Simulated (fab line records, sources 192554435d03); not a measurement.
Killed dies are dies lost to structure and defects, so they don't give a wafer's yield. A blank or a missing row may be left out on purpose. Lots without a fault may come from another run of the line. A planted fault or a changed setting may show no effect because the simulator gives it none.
fab line records | flow n5_finfet
record lots=4 wafers=12 last_day=17
route steps=1938 shown FIN_SAQP@108 BEOL_M4@1111 PASSIVATION@1936
lots that met no fault: from a run of the same line without faults
start_h: hours from the record's first day to the start of the lot's first wafer shown | wait_h: hours since the lot's step before | " the same as in the row above | L1.1+2: a row that stands for several wafers | - no value, or no start given | * or withheld: withheld | < > ~ a bound
route shown NAME@n: a module of which the file shows steps, and the number in the route of the first | usual: mean/standard deviation of fault-free wafers | same: alike in all rows | chamber/n: place in a boat | sites: the reading at each site | _std_site: their standard deviation | _edge_site: outer sites' mean less inner sites' | radius_mm: how far each site lies from the wafer's centre | mask NAME#n: copy n | behind: the tool/chamber that last shaped the wafer | hold: why the lot was held/for how many hours/how that ended | device: the transistor (n, p or np) that didn't switch | end of line: the same wafers' tests at the end of the route | a step without rows: its recipe alone | killed: dies lost to structure and defects at the first sort, not the wafer's yield | map: a wafer's dies, x killed, . not, _ none there
set.NAME: the setting as run; set.NAME@STEP: as run at that earlier step | model.NAME: the simulator's own value behind a step, which no gauge read
lots at some steps of the route; a table a step, a row a wafer
services: from which hour (start_h, from the record's first day; less than 0 if before it) a tool's chamber was out of use, for how many hours, and why
## steps
# step N5_FIN_SAQP_EXPOSE_13
# recipe mask_id=FIN_CORE na=1.35 source_shape=dipole sigma_inner=0.538 sigma_outer=0.738 polarization=te target_cd_nm=35.6 dose_mj=63.25
# step N5_FIN_SAQP_PEB_14
# recipe peb_temp_c=withheld peb_time_s=60 resist=CAR-ArF
# step N5_FIN_SAQP_DEVELOP_15
# recipe develop_time_s=30 developer=TMAH resist=CAR-ArF dev_temp_c=23 rinse_liquid=diw dry=air_spin
# step N5_FIN_SAQP_DESCUM_21
# recipe chemistry=O2 time_s=7.9 source_power_w=50 bias_power_w=20 pressure_mtorr=20 rf_frequency_hz=2.712e+07 temp_c=40 resist=CAR-ArF o2_flow_sccm=225
# step N5_FIN_SAQP_ETCH_51
# recipe chemistry=CF4 target=SiARC target_depth_a=455 mask_material=CAR-ArF time_s=75.8 ion_energy_ev=80 pressure_mtorr=40 source_w=545 bias_w=36 Ar_flow_sccm=100 cf4_flow_sccm=100 ends=cleared
# step N5_FIN_SAQP_ETCH_52
# recipe chemistry=N2/H2 target=SOC target_depth_a=1000 overetch_a=200 mask_material=SiARC temp_c=40 time_s=150 ion_energy_ev=200 pressure_mtorr=30 source_w=840 bias_w=150 n2_flow_sccm=200 h2_flow_sccm=200 ends=end_point
# step N5_FIN_SAQP_STRIP_53
# recipe chemistry=N2/H2 temp_c=40 n2_flow_sccm=200 h2_flow_sccm=200 rf_frequency_hz=6e+07
# step N5_FIN_SAQP_HM_OPEN_73
# recipe chemistry=CHF3/O2 target=SiO2 stop_on=a-Si target_depth_a=120 over_etch_frac=1.8 mask_material=SOC time_s=16.8 pressure_mtorr=30 source_w=650 bias_w=170 Ar_flow_sccm=200 CHF3_flow_sccm=50 O2_flow_sccm=5 ion_energy_ev=200 ends=end_point
# step N5_FIN_SAQP_STRIP_74
# recipe chemistry=CHF3/O2 resist=SiARC rf_frequency_hz=6e+07
# step N5_FIN_SAQP_MANDREL_ETCH_22
# recipe target_depth_a=600 chemistry=HBr/Cl2 target=a-Si stop_on=SiNx bt_time_s=10 over_etch_frac=0.5 time_s=30 pressure_mtorr=10 icp_w=800 bias_w=75 HBr_flow_sccm=150 Cl2_flow_sccm=80 ends=end_point
# usual drypump_motor_current_A=5.7/0.43 mfc_cl2_sccm=80.01/0.23 oes_product_au=0.762/0.011 throttle_valve_pct=35.2/0.44
# same bt_time_s=10
# columns lot.wafer tool chamber start_h wait_h drypump_motor_current_A mfc_cl2_sccm oes_product_au rf_hours_counter_h throttle_valve_pct model.SOC_of_FIN_SAQP_COAT_49.thk_nm model.etch.depth_nm
L563.1 rie_si-01 0 22.36 0.0 6.1 79.72 0.744 35 35.4 76.13 59.48
L563.2 " 3 " " 5.3 79.98 0.760 59 35.4 75.15 59.8
L563.4 " 1 " " 6.3 80.03 0.766 0 34.8 75.69 60.61
L572.1 rie_si-01 0 76.62 0.0 6.0 79.49 0.691 36 35.5 87.05 51.67
L572.3 " 2 " " 5.3 80.11 0.700 90 34.7 86.54 52.56
L572.5 " 1 " " 6.3 80.05 0.716 - 34.9 86.11 53
L573.1 rie_si-01 3 82.14 0.0 5.3 80.20 0.713 60 35.5 85.34 54.19
L573.5 " 1 " " 6.3 79.80 0.715 - 34.9 85.32 52.66
L573.6 " 0 " " 6.1 80.11 0.687 - 35.5 86.18 50.86
L583.1 rie_si-06 1 143.67 0.0 5.8 80.25 0.777 97 34.9 75.87 59.64
L583.3 " 0 " " 4.8 79.62 0.748 27 34.9 76.58 59.21
L583.6 " 3 " " 6.0 79.77 0.774 - 35.5 76.83 60.89
# step N5_FIN_SAQP_STRIP_55
# recipe chemistry=N2/H2 power_w=500 temp_c=40 pressure_mtorr=50 rf_frequency_hz=6e+07 overash_fraction=0.3 bias_power_w=28 h2_frac=0.5 n2_flow_sccm=300 h2_flow_sccm=300
# step N5_FIN_SAQP_STRIP_23
# recipe chemistry=SPM time_s=750 temp_c=130 h2so4_h2o2_vol_ratio=4
# step N5_FIN_SAQP_SRD_66
# recipe dry=ipa_marangoni time_s=30 temp_c=23 rinse_liquid=diw
# step N5_FIN_SAQP_RECESS_75
# recipe chemistry=HF/NH3 target=SiO2 target_depth_a=144 afs_cycles=3 temp_c=30 sublimation_temp_c=180 sublimation_time_s=60
# step N5_FIN_SAQP_SPACER1_ALD_24
# recipe material=SiO2 target_thk_a=203 temp_c=300 ald_precursor_family=BDEAS ald_co_reactant=O2-plasma pulse_time_s=1 purge_time_s=2 co_reactant_purge_time_s=2 ald_cycles=218 pressure_torr=2
# step N5_FIN_SAQP_SPACER1_ETCHBACK_25
# recipe chemistry=CHF3/O2 mode=anisotropic_etchback target=SiO2 target_depth_a=244 time_s=12.2 pressure_mtorr=30 source_w=650 bias_w=170 Ar_flow_sccm=200 CHF3_flow_sccm=50 O2_flow_sccm=5 ion_energy_ev=200
# usual drypump_motor_current_A=5.8/0.43 oes_product_au=0.76/0.09 rf_vpp_V=519/11 showerhead_plenum_p_Torr=2.37/0.074 throttle_valve_pct=18.88/0.26
# columns lot.wafer tool chamber start_h wait_h drypump_motor_current_A oes_product_au rf_hours_counter_h rf_vpp_V showerhead_plenum_p_Torr throttle_valve_pct
L563.1 rie_diel-04 1 25.14 0.4 5.2 0.76 129 516 2.31 18.44
L563.2 " 3 " " 5.4 0.70 239 520 2.39 18.95
L563.4 " 0 " " 5.6 0.72 180 514 2.32 18.76
L572.1 rie_diel-05 3 78.14 0.4 5.6 0.26 235 504 2.40 19.09
L572.3 " 2 " " 5.1 0.28 175 519 2.52 18.71
L572.5 " 3 " " 5.6 0.26 - 504 2.40 19.12
L573.1 rie_diel-06 3 83.88 0.4 6.5 0.35 17 497 2.33 18.42
L573.5 " 0 " " 6.7 0.27 - 516 2.39 19.13
L573.6 " 3 " " 6.5 0.35 - 497 2.33 18.41
L583.1 rie_diel-04 2 145.46 0.4 5.8 0.73 167 510 2.49 18.98
L583.3 " 1 " " 5.2 0.72 176 515 2.30 18.49
L583.6 " 2 " " 5.8 0.74 - 512 2.49 18.98
# step N5_FIN_SAQP_MANDREL1_REMOVE_56
# recipe chemistry=HBr/Cl2/O2 bt_time_s=10 target=a-Si stop_on=SiNx endpoint=OES-SiCl over_etch_frac=1 icp_w=600 bias_w=22 HBr_flow_sccm=150 Cl2_flow_sccm=80 O2_flow_sccm=5 pressure_mtorr=10
# step N5_FIN_SAQP_ETCH_57
# recipe chemistry=CH3F/O2 target=SiNx mask_material=SiO2 target_depth_a=325 time_s=46.4 pressure_mtorr=30 source_w=395 bias_w=73 Ar_flow_sccm=150 CH3F_flow_sccm=30 O2_flow_sccm=20 ion_energy_ev=120 ends=cleared
# step N5_FIN_SAQP_ETCH_65
# recipe chemistry=CF4 target=SiO2 target_depth_a=40 ion_energy_ev=350 time_s=4.4 pressure_mtorr=10 icp_w=800 bias_w=400 cf4_flow_sccm=80
# step N5_FIN_SAQP_MANDREL_ETCH_58
# recipe chemistry=HBr/Cl2 target=a-Si target_depth_a=450 bt_time_s=10 stop_on=SiNx mask_material=SiO2 over_etch_frac=0.8 time_s=27 pressure_mtorr=10 icp_w=800 bias_w=75 HBr_flow_sccm=150 Cl2_flow_sccm=80 ends=end_point
# step N5_FIN_SAQP_RECESS_63
# recipe chemistry=HF/NH3 target=SiO2 target_depth_a=180 afs_cycles=3 temp_c=30 sublimation_temp_c=180 sublimation_time_s=60
# step N5_FIN_SAQP_COAT_68
# recipe resist=SOC temp_c=250 time_s=60 spin_rpm=1500 resist_thk_nm=100
# step N5_FIN_SAQP_ETCH_69
# recipe chemistry=N2/H2 target=SOC target_depth_a=1500 stop_on=SiNx ion_energy_ev=100 bias_w=61 pressure_mtorr=30 source_w=850 n2_flow_sccm=200 h2_flow_sccm=200
# step N5_FIN_SAQP_ETCH_67
# recipe chemistry=CH3F/O2 target=SiNx target_depth_a=300 mask_material=SOC pressure_mtorr=30 source_w=395 bias_w=73 Ar_flow_sccm=150 CH3F_flow_sccm=30 O2_flow_sccm=20 ion_energy_ev=120
# step N5_FIN_SAQP_STRIP_70
# recipe chemistry=N2/H2 power_w=500 temp_c=40 pressure_mtorr=50 rf_frequency_hz=6e+07 overash_fraction=0.3 bias_power_w=28 h2_frac=0.5 n2_flow_sccm=300 h2_flow_sccm=300
# step N5_FIN_SAQP_RECESS_71
# recipe chemistry=HF/NH3 target=SiO2 target_depth_a=30 afs_cycles=1 temp_c=30 sublimation_temp_c=180 sublimation_time_s=60
# step N5_FIN_SAQP_SPACER2_ALD_28
# recipe material=SiO2 target_thk_a=81 temp_c=300 ald_precursor_family=BDEAS ald_co_reactant=O2-plasma pulse_time_s=1 purge_time_s=2 co_reactant_purge_time_s=2 pressure_torr=2
# step N5_FIN_SAQP_SPACER2_ETCHBACK_29
# recipe chemistry=CHF3/O2 mode=anisotropic_etchback target=SiO2 target_depth_a=122 time_s=6.1 pressure_mtorr=30 source_w=650 bias_w=170 Ar_flow_sccm=200 CHF3_flow_sccm=50 O2_flow_sccm=5 ion_energy_ev=200
# step N5_FIN_SAQP_MANDREL2_REMOVE_60
# recipe chemistry=HBr/Cl2/O2 bt_time_s=10 target=a-Si stop_on=SiNx endpoint=OES-SiCl over_etch_frac=1 icp_w=600 bias_w=22 HBr_flow_sccm=150 Cl2_flow_sccm=80 O2_flow_sccm=5 pressure_mtorr=10
# step N5_FIN_SAQP_HM_OPEN_33
# recipe chemistry=CH3F/O2 target=SiNx mask_material=SiO2 target_depth_a=494 time_s=70.6 pressure_mtorr=30 source_w=395 bias_w=73 Ar_flow_sccm=150 CH3F_flow_sccm=30 O2_flow_sccm=20 ion_energy_ev=120 ends=cleared
# step N5_FIN_SAQP_ETCH_34
# recipe chemistry=C4F6/O2 target=SiO2 target_depth_a=450 time_s=15 ion_energy_ev=250 pressure_mtorr=30 source_w=345 bias_w=185 Ar_flow_sccm=300 C4F6_flow_sccm=10 O2_flow_sccm=10 ends=cleared
# step N5_FIN_SAQP_STRIP_77
# recipe chemistry=N2/H2 time_s=90 power_w=100 temp_c=40 pressure_mtorr=100 rf_frequency_hz=6e+07 bias_power_w=3 n2_flow_sccm=300 h2_flow_sccm=300
# step N5_FIN_SAQP_ETCH_64
# recipe chemistry=CF4 target=SiO2 target_depth_a=15 ion_energy_ev=350 pressure_mtorr=10 icp_w=800 bias_w=400 cf4_flow_sccm=80
# step N5_FIN_SAQP_FIN_ETCH_36
# recipe chemistry=HBr/Cl2/O2 target_depth_a=1200 mask_material=SiNx time_s=50.4 bias_w=102 pressure_mtorr=10 icp_w=800 HBr_flow_sccm=150 Cl2_flow_sccm=80 O2_flow_sccm=12
# step N5_FIN_SAQP_PRECLEAN_38
# recipe chemistry=O3/DIW time_s=45 temp_c=22 o3_ppm=10
# step N5_FIN_SAQP_INSPECT_40
# recipe inspect_instrument=brightfield mode=aei
# usual raw_defect_count=237/71
# columns lot.wafer tool chamber start_h wait_h raw_defect_count
L563.1 defect_inspect-02 - 27.77 0.0 187
L563.2 " - " " 162
L563.4 " - " " 210
L572.1 defect_inspect-01 - 80.88 0.0 2020
L572.3 " - " " 1919
L572.5 " - " " 1996
L573.1 defect_inspect-01 - 86.24 0.0 1968
L573.5 " - " " 1818
L573.6 " - " " 1870
L583.1 defect_inspect-01 - 147.97 0.0 226
L583.3 " - " " 238
L583.6 " - " " 262
# step N5_BEOL_M4_RC_MEAS_101
# usual DIBL_N=36.0/2.5 DIBL_P=36.7/3 IOFF_N=0.16/0.043 IOFF_P=0.21/0.049 ION_N=673/15 ION_P=461/9.8 SS_N=71.5/0.83 SS_P=73.4/0.83 VT_N=250/4 VT_P=-251/4
# columns lot.wafer tool chamber start_h wait_h DIBL_N[mV/V] DIBL_P[mV/V] IOFF_N[nA/um] IOFF_P[nA/um] ION_N[uA/um] ION_P[uA/um] SS_N[mV/dec] SS_P[mV/dec] VT_N[mV] VT_P[mV]
L563.1 prober-01 0 161.06 0.0 33.5 35.1 0.15 0.20 670 457 71.6 72.9 249 -252
L563.2 " 0 " " 30.2 30.2 0.10 0.14 653 455 70.8 71.9 257 -255
L563.4 " 0 " " 37.3 40.7 0.24 0.30 703 473 72.1 75.0 245 -243
L583.1 prober-01 0 295.98 0.0 36.8 37.8 0.19 0.24 669 461 71.8 73.0 247 -247
L583.3 " 0 " " 37.7 39.8 0.22 0.29 701 474 72.4 74.1 242 -244
L583.6 " 0 " " 35.7 35.9 0.17 0.21 662 451 72.0 73.8 248 -250
# step N5_PASSIVATION_PROBE_49
# usual defect_limited_yield=91.1/1.5 killed_at_M0_to_M3=37/11 killed_at_M4_up=13/5.6 killed_at_contacts=12/5.6 killed_at_front_end=39/11 killed_at_other=4/3.1 killed_dies=105/18 killed_on_rim=14/3.8 killed_open=69/13 killed_short=35/7.4 sort_bin_5_function=5.1/0.92 sort_bin_6_memory=3.4/0.76 sort_n_pass=1075/18 sort_yield_pct=91.1/1.5
# same gross_dies=1180 killed_at_back_side=0 sort_bin_4_leakage[%]=0 sort_bin_8_speed[%]=0
# columns lot.wafer tool chamber start_h wait_h defect_limited_yield[%] killed_at_M0_to_M3 killed_at_M4_up killed_at_contacts killed_at_front_end killed_at_other killed_dies killed_on_rim killed_open killed_short sort_bin_5_function[%] sort_bin_6_memory[%] sort_n_pass sort_yield_pct[%]
L563.1 prober-01 - 264.43 0.0 90.8 33 13 20 41 1 108 14 69 38 4.8 4.1 1072 90.8
L563.2 prober-01 - 264.48 0.1 92.0 40 8 17 27 2 94 13 60 34 4.3 3.5 1086 92.0
L563.4 prober-01 - 264.58 0.2 91.6 44 13 21 20 1 99 17 76 23 4.6 3.6 1081 91.6
L572.1 prober-01 - 315.84 0.0 0 40 5 13 1113 9 1180 152 71 30 96.0 3.6 0 0
L572.3 prober-01 - 315.94 0.1 0 61 9 7 1098 5 1180 152 69 58 95.8 3.6 0 0
L572.5 prober-01 - 316.04 0.2 0 44 6 14 1111 5 1180 152 68 48 96.3 3.5 0 0
L573.1 prober-02 - 326.39 0.0 0 42 14 13 1099 12 1180 152 99 34 94.7 5.2 0 0
L573.5 prober-02 - 326.59 0.2 0 48 17 15 1088 12 1180 152 93 34 95.3 4.6 0 0
L573.6 prober-02 - 326.64 0.3 0 53 12 15 1098 2 1180 152 82 31 96.0 3.5 0 0
L583.1 prober-02 - 406.88 0.0 89.7 53 30 10 23 6 122 21 84 36 4.7 5.4 1058 89.7
L583.3 prober-02 - 406.98 0.1 91.9 39 26 11 16 3 95 7 58 34 4.9 2.7 1085 91.9
L583.6 prober-02 - 407.13 0.3 92.6 36 20 3 23 5 87 13 63 23 3.7 3.4 1093 92.6
# killed by level:class
L563.1 MOL_CONTACT_COAG:geometric_particle:open=15 BEOL_M3:geometric_particle:open=11 GATE_CUT:geometric_particle:short=8 FIN_SAQP:geometric_particle:short=7 ILD0:geometric_particle:short=6 FIN_SAQP:geometric_particle:open=5 MOL_CONTACT_COAG:geometric_particle:short=5 BEOL_M1:geometric_particle:open=5
L563.2 MOL_CONTACT_COAG:geometric_particle:open=15 GATE_CUT:geometric_particle:short=9 BEOL_M2:geometric_particle:open=8 BEOL_M0_SAQP:geometric_particle:open=7 BEOL_M0_SAQP:geometric_particle:short=7 BEOL_M3:geometric_particle:open=7 BEOL_M3:geometric_particle:short=5 FIN_SAQP:geometric_particle:short=4
L563.4 MOL_CONTACT_COAG:geometric_particle:open=17 BEOL_M3:geometric_particle:open=14 BEOL_M0_SAQP:geometric_particle:open=10 BEOL_M2:geometric_particle:open=6 GATE_CUT:geometric_particle:short=5 BEOL_M0_SAQP:geometric_particle:short=5 MOL_CONTACT_COAG:geometric_particle:short=4 BEOL_M3:geometric_particle:short=4
L572.1 FIN_SAQP:area_etch=1079 FIN_SAQP:geometric_particle:open=13 MOL_CONTACT_COAG:geometric_particle:open=13 BEOL_M0_SAQP:geometric_particle:open=10 FIN_SAQP:geometric_particle:short=8 BEOL_M0_SAQP:geometric_particle:short=7 BEOL_M2:geometric_particle:open=6 BEOL_M1:geometric_particle:open=5
L572.3 FIN_SAQP:area_etch=1052 FIN_SAQP:geometric_particle:short=15 BEOL_M0_SAQP:geometric_particle:short=13 BEOL_M0_SAQP:geometric_particle:open=12 BEOL_M2:geometric_particle:open=11 BEOL_M2:geometric_particle:short=11 FIN_SAQP:geometric_particle:open=8 STI_FIN_REVEAL:geometric_particle:open=8
L572.5 FIN_SAQP:area_etch=1063 FIN_SAQP:geometric_particle:short=12 MOL_CONTACT_COAG:geometric_particle:open=12 BEOL_M2:geometric_particle:open=10 STI_FIN_REVEAL:geometric_particle:open=8 BEOL_M0_SAQP:geometric_particle:short=8 BEOL_M0_SAQP:geometric_particle:open=7 FIN_SAQP:geometric_particle:open=6
L573.1 FIN_SAQP:area_etch=1047 STI_FIN_REVEAL:geometric_particle:open=15 BEOL_M3:geometric_particle:open=13 MOL_CONTACT_COAG:geometric_particle:open=11 FIN_SAQP:geometric_particle:open=9 GATE_CUT:geometric_particle:short=8 BEOL_M4:geometric_particle:open=8 BEOL_M1:geometric_particle:open=7
L573.5 FIN_SAQP:area_etch=1053 BEOL_M3:geometric_particle:open=15 MOL_CONTACT_COAG:geometric_particle:open=13 STI_FIN_REVEAL:geometric_particle:open=11 BEOL_M2:geometric_particle:open=11 BEOL_M4:geometric_particle:open=9 BEOL_M0_SAQP:geometric_particle:short=6 BEOL_M0_SAQP:geometric_particle:open=6
L573.6 FIN_SAQP:area_etch=1066 BEOL_M1:geometric_particle:open=14 BEOL_M3:geometric_particle:open=12 MOL_CONTACT_COAG:geometric_particle:open=11 BEOL_M0_SAQP:geometric_particle:open=9 FIN_SAQP:geometric_particle:open=6 STI_FIN_REVEAL:geometric_particle:open=6 BEOL_M0_SAQP:geometric_particle:short=6
L583.1 BEOL_M4:geometric_particle:open=18 BEOL_M3:geometric_particle:open=10 MOL_CONTACT_COAG:geometric_particle:open=9 BEOL_M0_SAQP:geometric_particle:short=9 BEOL_M2:geometric_particle:open=9 BEOL_M0_SAQP:geometric_particle:open=8 BEOL_M0:geometric_particle:open=5 BEOL_M1:geometric_particle:open=5
L583.3 BEOL_M4:geometric_particle:open=18 BEOL_M1:geometric_particle:open=11 FIN_SAQP:geometric_particle:short=7 MOL_CONTACT_COAG:geometric_particle:open=7 BEOL_M2:geometric_particle:open=7 BEOL_M0_SAQP:geometric_particle:short=6 BEOL_M0_SAQP:geometric_particle:open=4 BEOL_M3:geometric_particle:open=4
L583.6 BEOL_M1:geometric_particle:open=11 BEOL_M4:geometric_particle:open=10 BEOL_M0_SAQP:geometric_particle:open=7 STI_FIN_REVEAL:geometric_particle:open=5 BEOL_M0_SAQP:geometric_particle:short=5 BEOL_M3:geometric_particle:open=4 STARTING-WAFER:geometric_particle:open=4 DUMMY_GATE:geometric_particle:open=3
# map L572.1 (x killed, . not)
_________________xxxxxxxxxxxx________________
______________xxxxxxxxxxxxxxxxxx_____________
___________xxxxxxxxxxxxxxxxxxxxxxxx__________
__________xxxxxxxxxxxxxxxxxxxxxxxxxx_________
________xxxxxxxxxxxxxxxxxxxxxxxxxxxxxx_______
_______xxxxxxxxxxxxxxxxxxxxxxxxxxxxxxxx______
______xxxxxxxxxxxxxxxxxxxxxxxxxxxxxxxxxx_____
_____xxxxxxxxxxxxxxxxxxxxxxxxxxxxxxxxxxxx____
____xxxxxxxxxxxxxxxxxxxxxxxxxxxxxxxxxxxxxx___
___xxxxxxxxxxxxxxxxxxxxxxxxxxxxxxxxxxxxxxxx__
___xxxxxxxxxxxxxxxxxxxxxxxxxxxxxxxxxxxxxxxx__
__xxxxxxxxxxxxxxxxxxxxxxxxxxxxxxxxxxxxxxxxxx_
__xxxxxxxxxxxxxxxxxxxxxxxxxxxxxxxxxxxxxxxxxx_
_xxxxxxxxxxxxxxxxxxxxxxxxxxxxxxxxxxxxxxxxxxxx
_xxxxxxxxxxxxxxxxxxxxxxxxxxxxxxxxxxxxxxxxxxxx
_xxxxxxxxxxxxxxxxxxxxxxxxxxxxxxxxxxxxxxxxxxxx
_xxxxxxxxxxxxxxxxxxxxxxxxxxxxxxxxxxxxxxxxxxxx
_xxxxxxxxxxxxxxxxxxxxxxxxxxxxxxxxxxxxxxxxxxxx
_xxxxxxxxxxxxxxxxxxxxxxxxxxxxxxxxxxxxxxxxxxxx
_xxxxxxxxxxxxxxxxxxxxxxxxxxxxxxxxxxxxxxxxxxxx
_xxxxxxxxxxxxxxxxxxxxxxxxxxxxxxxxxxxxxxxxxxxx
__xxxxxxxxxxxxxxxxxxxxxxxxxxxxxxxxxxxxxxxxxx_
__xxxxxxxxxxxxxxxxxxxxxxxxxxxxxxxxxxxxxxxxxx_
___xxxxxxxxxxxxxxxxxxxxxxxxxxxxxxxxxxxxxxxx__
___xxxxxxxxxxxxxxxxxxxxxxxxxxxxxxxxxxxxxxxx__
____xxxxxxxxxxxxxxxxxxxxxxxxxxxxxxxxxxxxxx___
_____xxxxxxxxxxxxxxxxxxxxxxxxxxxxxxxxxxxx____
______xxxxxxxxxxxxxxxxxxxxxxxxxxxxxxxxxx_____
_______xxxxxxxxxxxxxxxxxxxxxxxxxxxxxxxx______
________xxxxxxxxxxxxxxxxxxxxxxxxxxxxxx_______
__________xxxxxxxxxxxxxxxxxxxxxxxxxx_________
___________xxxxxxxxxxxxxxxxxxxxxxxx__________
______________xxxxxxxxxxxxxxxxxx_____________
_________________xxxxxxxxxxxx________________
# map L573.1 (x killed, . not)
_________________xxxxxxxxxxxx________________
______________xxxxxxxxxxxxxxxxxx_____________
___________xxxxxxxxxxxxxxxxxxxxxxxx__________
__________xxxxxxxxxxxxxxxxxxxxxxxxxx_________
________xxxxxxxxxxxxxxxxxxxxxxxxxxxxxx_______
_______xxxxxxxxxxxxxxxxxxxxxxxxxxxxxxxx______
______xxxxxxxxxxxxxxxxxxxxxxxxxxxxxxxxxx_____
_____xxxxxxxxxxxxxxxxxxxxxxxxxxxxxxxxxxxx____
____xxxxxxxxxxxxxxxxxxxxxxxxxxxxxxxxxxxxxx___
___xxxxxxxxxxxxxxxxxxxxxxxxxxxxxxxxxxxxxxxx__
___xxxxxxxxxxxxxxxxxxxxxxxxxxxxxxxxxxxxxxxx__
__xxxxxxxxxxxxxxxxxxxxxxxxxxxxxxxxxxxxxxxxxx_
__xxxxxxxxxxxxxxxxxxxxxxxxxxxxxxxxxxxxxxxxxx_
_xxxxxxxxxxxxxxxxxxxxxxxxxxxxxxxxxxxxxxxxxxxx
_xxxxxxxxxxxxxxxxxxxxxxxxxxxxxxxxxxxxxxxxxxxx
_xxxxxxxxxxxxxxxxxxxxxxxxxxxxxxxxxxxxxxxxxxxx
_xxxxxxxxxxxxxxxxxxxxxxxxxxxxxxxxxxxxxxxxxxxx
_xxxxxxxxxxxxxxxxxxxxxxxxxxxxxxxxxxxxxxxxxxxx
_xxxxxxxxxxxxxxxxxxxxxxxxxxxxxxxxxxxxxxxxxxxx
_xxxxxxxxxxxxxxxxxxxxxxxxxxxxxxxxxxxxxxxxxxxx
_xxxxxxxxxxxxxxxxxxxxxxxxxxxxxxxxxxxxxxxxxxxx
__xxxxxxxxxxxxxxxxxxxxxxxxxxxxxxxxxxxxxxxxxx_
__xxxxxxxxxxxxxxxxxxxxxxxxxxxxxxxxxxxxxxxxxx_
___xxxxxxxxxxxxxxxxxxxxxxxxxxxxxxxxxxxxxxxx__
___xxxxxxxxxxxxxxxxxxxxxxxxxxxxxxxxxxxxxxxx__
____xxxxxxxxxxxxxxxxxxxxxxxxxxxxxxxxxxxxxx___
_____xxxxxxxxxxxxxxxxxxxxxxxxxxxxxxxxxxxx____
______xxxxxxxxxxxxxxxxxxxxxxxxxxxxxxxxxx_____
_______xxxxxxxxxxxxxxxxxxxxxxxxxxxxxxxx______
________xxxxxxxxxxxxxxxxxxxxxxxxxxxxxx_______
__________xxxxxxxxxxxxxxxxxxxxxxxxxx_________
___________xxxxxxxxxxxxxxxxxxxxxxxx__________
______________xxxxxxxxxxxxxxxxxx_____________
_________________xxxxxxxxxxxx________________
## services
# columns tool chamber start_h hours kind
rie_si-06 2 6.75 6.4 repair
rie_diel-06 3 7.58 5.4 repair
rie_diel-05 - 11.67 0.7 repair
rie_diel-04 3 15.43 4.5 repair
rie_diel-06 3 23.07 - clean
rie_diel-06 3 23.07 - consumable_replace:focus_ring
rie_diel-06 3 23.07 14.4 scheduled_down
rie_diel-06 3 23.07 14.4 vent_cycle
rie_diel-04 - 29.97 0.6 repair
rie_diel-05 1 31.04 - clean
rie_diel-05 3 46.35 2.7 repair
rie_diel-04 3 53.98 - clean
rie_diel-04 3 53.98 - consumable_replace:focus_ring
rie_diel-04 3 53.98 30.0 scheduled_down
rie_diel-04 3 53.98 30.0 vent_cycle
rie_si-01 1 56.45 16.6 repair
rie_diel-06 - 59.51 0.8 repair
rie_diel-05 2 59.86 3.2 repair
rie_diel-05 - 63.26 0.9 repair
rie_diel-05 2 90.55 4.2 repair
rie_diel-06 0 107.86 29.5 repair
rie_diel-05 2 112.56 7.4 repair
rie_diel-04 2 130.36 10.1 repair
rie_diel-05 3 134.08 65.0 repair
## key
first_sign step=N5_FIN_SAQP_MANDREL_ETCH_22 reading=oes_product_au direction=down sigmas=5.3 usual=0.762 struck=0.704
effect step=N5_FIN_SAQP_SPACER1_ETCHBACK_25 reading=oes_product_au direction=down sigmas=5.2 usual=0.76 struck=0.29
effect step=N5_FIN_SAQP_INSPECT_40 reading=raw_defect_count direction=up sigmas=24 usual=237 struck=1932
effect step=N5_PASSIVATION_PROBE_49 reading=sort_bin_5_function direction=up sigmas=98 usual=5.1 struck=95.7
model_effect step=N5_FIN_SAQP_MANDREL_ETCH_22 value=SOC_of_FIN_SAQP_COAT_49.thk_nm without=76.3 struck=86.09
more_kills_born_at N5_FIN_SAQP_MANDREL_ETCH_22@rie_si-01=6360
met_at N5_FIN_SAQP_MANDREL_ETCH_22
struck_wafers L572.1,L572.3,L572.5,L573.1,L573.5,L573.6
later_rows_left_out L572.1,L572.3,L572.5,L573.1,L573.5,L573.6
onset_between 22.36 76.62
fault kind=process_parameter_drift tool=rie_si-01 chamber=- onset_h=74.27 steps=N5_FIN_SAQP_MANDREL_ETCH_22 channel=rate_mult offset=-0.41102 shape=step end_h=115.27
# later_rows_left_out: the simulator's readings of these wafers behind a module that went badly wrong aren't trusted and aren't shown, but for the sort
